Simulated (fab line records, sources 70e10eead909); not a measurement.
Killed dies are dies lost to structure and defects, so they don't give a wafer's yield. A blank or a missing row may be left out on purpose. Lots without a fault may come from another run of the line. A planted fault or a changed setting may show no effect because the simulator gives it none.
Which tool did it? | flow nand_harc | 24 lots, 72 wafers sampled, at 2 steps of a route of 1159

WHAT THE GAUGES READ, wafer by wafer
NHARC_A_SLIT_OVL_MEAS_10. Usual: overlay_x_nm 0.0 nm, standard deviation 0.8; overlay_y_nm -0.1 nm, standard deviation 0.9.
lot  | measured     | on         | overlay_x_nm (nm) | overlay_y_nm (nm) | flag
L074 | day 14 03:46 | overlay-02 | -1.5 -1.7 -1.0    | 0.4 -0.3 -0.4     |
L075 | day 14 04:07 | overlay-01 | 0.2 0.2 0.2       | 1.3 2.0 0.7       |
L076 | day 14 23:03 | overlay-01 | -0.8 0.0 -0.2     | -0.3 0.2 0.2      |
L077 | day 14 23:01 | overlay-02 | -0.1 -0.8 -0.1    | -1.8 -1.8 -1.8    |
L079 | day 14 23:13 | overlay-02 | -0.5 -0.7 -1.0    | 0.4 0.0 0.4       |
L078 | day 15 15:40 | overlay-01 | 0.7 0.9 1.2       | 1.2 0.8 0.9       |
L080 | day 15 12:50 | overlay-01 | 0.5 0.3 0.5       | -0.5 -0.6 0.0     |
L081 | day 16 02:02 | overlay-01 | -1.5 -1.8 -1.9    | 0.5 0.8 0.5       |
L082 | day 16 18:34 | overlay-01 | 0.7 -0.1 0.4      | -0.3 -0.2 -0.5    |
L083 | day 16 18:44 | overlay-01 | -1.4 -1.0 -1.5    | 0.0 0.1 0.5       |
L086 | day 17 06:30 | overlay-01 | 0.5 1.1 0.9       | -0.9 -0.5 -1.2    |
L084 | day 17 18:17 | overlay-02 | -0.2 -0.3 0.0     | -0.3 -0.6 0.0     |
L087 | day 17 17:53 | overlay-01 | 0.1 0.4 0.3       | -0.2 0.0 0.0      |
L085 | day 17 18:51 | overlay-02 | -0.1 0.4 -0.1     | -0.4 0.3 0.3      |
L092 | day 18 11:31 | overlay-02 | -0.2 -0.4 -0.4    | -1.3 -1.2 -1.2    |
L088 | day 18 10:50 | overlay-02 | 0.3 0.5 0.6       | -1.6 -1.1 -0.6    |
L090 | day 18 12:47 | overlay-01 | 0.2 1.0 0.9       | 0.7 0.5 0.7       |
L089 | day 18 12:34 | overlay-01 | 1.2 0.6 0.5       | 1.1 0.6 1.2       |
L091 | day 18 13:31 | overlay-02 | -0.6 -0.9 -0.4    | -0.1 0.2 -0.1     |
L093 | day 18 19:01 | overlay-01 | 0.0 0.0 0.2       | 0.2 0.2 0.2       |
L094 | day 19 11:26 | overlay-02 | 0.5 0.8 0.1       | 1.6 1.0 1.4       |
L095 | day 19 12:02 | overlay-02 | -0.9 -0.5 -1.2    | -1.0 -1.4 -1.5    |
L096 | day 19 22:29 | overlay-02 | 0.7 0.8 0.8       | -1.9 -1.4 -1.6    |
L097 | day 19 23:04 | overlay-02 | -0.4 -0.3 -0.4    | 0.6 0.3 1.0       |

WHICH TOOL RAN EACH LOT (tool, then ch and the chambers of the sampled wafers, then the start)
lot  | NHARC_A_SGD_CUT_ETCH_16
L074 | rie_diel-11 ch 1,2,3, day 14 03:46 or earlier
L075 | rie_diel-06 ch 0,1,3, day 14 04:07 or earlier
L076 | rie_diel-06 ch 0,1, day 14 23:03 or earlier
L077 | rie_diel-09 ch 0,1,3, day 14 23:01 or earlier
L079 | rie_diel-09 ch 0,1,3, day 14 23:13 or earlier
L078 | rie_diel-09 ch 0,1,3, day 15 15:40 or earlier
L080 | rie_diel-06 ch 1,2, day 15 12:50 or earlier
L081 | rie_diel-09 ch 0,1,3, day 16 02:02 or earlier
L082 | rie_diel-09 ch 1,2,3, day 16 18:34 or earlier
L083 | rie_diel-06 ch 0,1,3, day 16 18:44 or earlier
L086 | rie_diel-06 ch 0,2,3, day 17 06:30 or earlier
L084 | rie_diel-09 ch 2,3, day 17 18:17 or earlier
L087 | rie_diel-06 ch 0,1,2, day 17 17:53 or earlier
L085 | rie_diel-06 ch 0,2,3, day 17 18:51 or earlier
L092 | rie_diel-06 ch 0,1,3, day 18 11:31 or earlier
L088 | rie_diel-11 ch 0,2,3, day 18 10:50 or earlier
L090 | rie_diel-09 ch 0,2, day 18 12:47 or earlier
L089 | rie_diel-06 ch 0,3, day 18 12:34 or earlier
L091 | rie_diel-11 ch 0,2, day 18 13:31 or earlier
L093 | rie_diel-11 ch 1,2,3, day 18 19:01 or earlier
L094 | rie_diel-06 ch 1,2,3, day 19 11:26 or earlier
L095 | rie_diel-06 ch 0,1,2, day 19 12:02 or earlier
L096 | rie_diel-06 ch 1,2,3, day 19 22:29 or earlier
L097 | rie_diel-11 ch 1,3, day 19 23:04 or earlier
- NHARC_A_SGD_CUT_ETCH_16: etches the open film in C4F8/O2/Ar, target depth 310.5 nm, time 155.2 s.

WHAT THE TOOLS THEMSELVES READ (means of the sampled wafers that have a number; where no wafer has one, the mark that the record gives instead)
NHARC_A_SGD_CUT_ETCH_16. Usual: oes_product_au 0.969 a.u., standard deviation 0.014; rf_vpp_V 724 V, standard deviation 4.9.
lot  | tool        | oes_product_au (a.u.) | rf_vpp_V (V) | flag
L074 | rie_diel-11 | 0.958                 | 721          |
L075 | rie_diel-06 | 0.963                 | 729          |
L076 | rie_diel-06 | 0.983                 | 727          |
L077 | rie_diel-09 | 0.983                 | 725          |
L079 | rie_diel-09 | 0.977                 | 724          |
L078 | rie_diel-09 | 0.944                 | 725          |
L080 | rie_diel-06 | 0.982                 | 725          |
L081 | rie_diel-09 | 0.971                 | 725          |
L082 | rie_diel-09 | 0.977                 | 721          |
L083 | rie_diel-06 | 0.979                 | 729          |
L086 | rie_diel-06 | 0.980                 | 726          |
L084 | rie_diel-09 | 0.963                 | 717          |
L087 | rie_diel-06 | 0.975                 | 726          |
L085 | rie_diel-06 | 0.979                 | 726          |
L092 | rie_diel-06 | 0.968                 | 728          |
L088 | rie_diel-11 | 0.978                 | 719          |
L090 | rie_diel-09 | 0.968                 | 722          |
L089 | rie_diel-06 | 0.969                 | 728          |
L091 | rie_diel-11 | 0.969                 | 718          |
L093 | rie_diel-11 | 0.976                 | 721          |
L094 | rie_diel-06 | 0.952                 | 727          |
L095 | rie_diel-06 | 0.953                 | 726          |
L096 | rie_diel-06 | 0.968                 | 726          |
L097 | rie_diel-11 | 0.980                 | 722          |

THE ANSWER, worked out from the rows above alone
Rule: a lot is off if the mean of its wafers that have a number lies more than 3 standard deviations from the usual mean. A lot without any number at a reading at which 4 lots or more have one is off too. The other lots that the step has rows for count as sound. The gauges are gone through in route order, then the tools' own readings, and for those a lot's mean is taken as printed above. The first step at which some lot is off is used, and at that step the reading that is off furthest; a lot without a number counts as furthest.
No lot is off at any reading shown: from this, nothing can be told.

WHAT THE SIMULATOR HAD PUT IN
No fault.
